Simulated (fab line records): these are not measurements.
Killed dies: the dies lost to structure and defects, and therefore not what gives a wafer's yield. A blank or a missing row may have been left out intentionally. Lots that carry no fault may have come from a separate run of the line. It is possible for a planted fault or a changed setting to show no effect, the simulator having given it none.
Matching of chambers    flow nand_harc    rie_diel-08 running NHARC_A_CONTACT_ETCH_91: 4 sister chambers
The step etches the open film in CH3F/O2, target depth 40 nm, time 85.7 s. 14 wafers are shown with their chamber, then 7 later ones without.

WAFERS WITH THEIR CHAMBER
wafer   chamber  showerhead_plenum_p_Torr (Torr)  drypump_motor_current_A (A)  run_length_s (s)
L954.3  0        2.39                             5.9                          107.8
L954.5  3        2.37                             6.2                          106.8
L954.6  2        2.41                             6.0                          107.0
L956.1  3        2.37                             6.2                          106.8
L956.2  2        2.41                             6.0                          106.9
L956.3  0        2.39                             5.9                          107.3
L959.3  2        2.41                             6.0                          107.6
L959.4  3        2.37                             6.2                          106.9
L959.5  0        2.39                             5.9                          107.1
L961.1  3        2.36                             6.1                          106.5
L961.4  0        2.38                             5.8                          107.0
L961.5  1        2.38                             5.9                          107.1
L962.2  2        2.41                             6.0                          107.1
L962.3  0        2.38                             5.8                          107.7

SIGNATURES (means of the wafers above)
reading                   chamber 0  chamber 1  chamber 2  chamber 3  scatter within a chamber
showerhead_plenum_p_Torr  2.3860     2.3800     2.4100     2.3675     0.00442
drypump_motor_current_A   5.860      5.900      6.000      6.175      0.0442
run_length_s              107.380    107.100    107.150    106.750    0.298
Rule: a wafer lies at a distance from a chamber equal to the root of the sum of squares, over the readings, of (its reading less the chamber's mean, divided by the reading's scatter). The wafer belongs to the nearest chamber; if the next one is less than 2 further off, it can't be placed. The scatter: the root of (the sum of the squares of (reading less its chamber's mean) over the shown wafers, divided by (wafers less chambers)).

WAFERS WHOSE CHAMBER IS MISSING
wafer   showerhead_plenum_p_Torr (Torr)  drypump_motor_current_A (A)  run_length_s (s)
L962.4  2.38                             5.8                          107.2
L973.2  2.36                             6.1                          107.0
L973.3  2.38                             5.8                          106.7
L973.5  2.40                             6.0                          106.9
L976.1  2.38                             5.9                          107.1
L976.3  2.36                             6.2                          107.0
L976.4  2.37                             5.8                          107.4

WHICH CHAMBER EACH ONE RAN IN
wafer   from the rows above      in truth
L962.4  can't be placed: 0 or 1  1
L973.2  3                        3
L973.3  can't be placed: 1 or 0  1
L973.5  2                        2
L976.1  can't be placed: 1 or 0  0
L976.3  3                        3
L976.4  can't be placed: 1 or 0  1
Correctly placed: 3 of 7. From these rows, 4 cannot be placed; in 4 the true chamber is one of the candidates. Placed wrongly: 0.
